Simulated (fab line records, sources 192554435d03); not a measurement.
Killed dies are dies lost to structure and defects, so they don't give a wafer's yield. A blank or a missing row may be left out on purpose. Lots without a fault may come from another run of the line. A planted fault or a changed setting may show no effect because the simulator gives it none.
One fault seen from 2 desks | flow n5_finfet | each desk has only its own numbers; what lay behind them comes last

THE TOOL OWNER'S DESK: ald_sin-03
The tool's own readings at N5_BEOL_M2_ALD_98 (deposits SiO2, target thk 2.5 nm, pulse time 1 s, co reactant pulse time 1 s): means of the sampled wafers that have a number, for each lot that ran on this tool. A lot is out of limits, marked OUT, if its mean lies more than 4 standard deviations from the usual mean; the brackets give that distance.
Columns: A = heater_power_w at N5_BEOL_M2_ALD_98, usual 79 W; B = precursor_pulse_height_rel at N5_BEOL_M2_ALD_98, usual 1.003; C = susceptor_temp_C at N5_BEOL_M2_ALD_98, usual 100.01 C
lot  | first seen here | A  | B     | C
L143 | day 6 15:30     | 80 | 0.982 | 100.18
L150 | day 8 08:04     | 68 | 1.014 | 99.95
L151 | day 8 20:33     | 74 | 1.015 | 100.03
L155 | day 9 14:28     | 74 | 1.013 | 99.68
L156 | day 9 22:32     | 74 | 0.982 | 99.74
This desk's finding: nothing out of limits on any of the 5 lots.

THE METROLOGY DESK
What the gauges read, lot by lot, whatever tool the lot ran on: means of the sampled wafers that have a number. A lot is out of limits, marked OUT, if its mean lies more than 4 standard deviations from the usual mean; the brackets give that distance. Of its 10 readings 7 are shown: those that lie furthest out on some lot.
Columns: A = DIBL_N at N5_BEOL_M4_RC_MEAS_101, usual 36.1 mV/V; B = DIBL_P at N5_BEOL_M4_RC_MEAS_101, usual 36.1 mV/V; C = IOFF_N at N5_BEOL_M4_RC_MEAS_101, usual 0.159 nA/um; D = IOFF_P at N5_BEOL_M4_RC_MEAS_101, usual 0.21 nA/um; E = ION_P at N5_BEOL_M4_RC_MEAS_101, usual 464 uA/um; F = SS_P at N5_BEOL_M4_RC_MEAS_101, usual 73.3 mV/dec; G = VT_N at N5_BEOL_M4_RC_MEAS_101, usual 249 mV
lot  | first seen here | A    | B    | C     | D    | E   | F    | G
L143 | day 7 14:54     | 36.5 | 36.8 | 0.137 | 0.20 | 460 | 73.1 | 252
L147 | day 9 00:53     | 35.5 | 35.6 | 0.153 | 0.20 | 467 | 72.8 | 249
L150 | day 9 09:17     | 38.7 | 38.2 | 0.213 | 0.24 | 465 | 74.1 | 247
L151 | day 10 03:05    | 37.1 | 37.3 | 0.156 | 0.22 | 464 | 73.5 | 251
L155 | day 11 05:29    | 34.3 | 33.6 | 0.119 | 0.16 | 452 | 72.6 | 254
L156 | day 11 08:40    | 35.9 | 36.6 | 0.145 | 0.21 | 465 | 73.4 | 252
L160 | day 12 05:31    | 36.4 | 37.4 | 0.162 | 0.19 | 458 | 73.6 | 251
L162 | day 12 12:51    | 36.7 | 38.9 | 0.185 | 0.23 | 463 | 74.5 | 249
L164 | day 13 12:38    | 35.0 | 35.6 | 0.145 | 0.18 | 456 | 72.8 | 250
This desk's finding: nothing out of limits on any of the 9 lots.

PUT TOGETHER
The tool owner's desk saw nothing out of limits.
The metrology desk saw nothing out of limits.

WHAT THE SIMULATOR HAD PUT IN
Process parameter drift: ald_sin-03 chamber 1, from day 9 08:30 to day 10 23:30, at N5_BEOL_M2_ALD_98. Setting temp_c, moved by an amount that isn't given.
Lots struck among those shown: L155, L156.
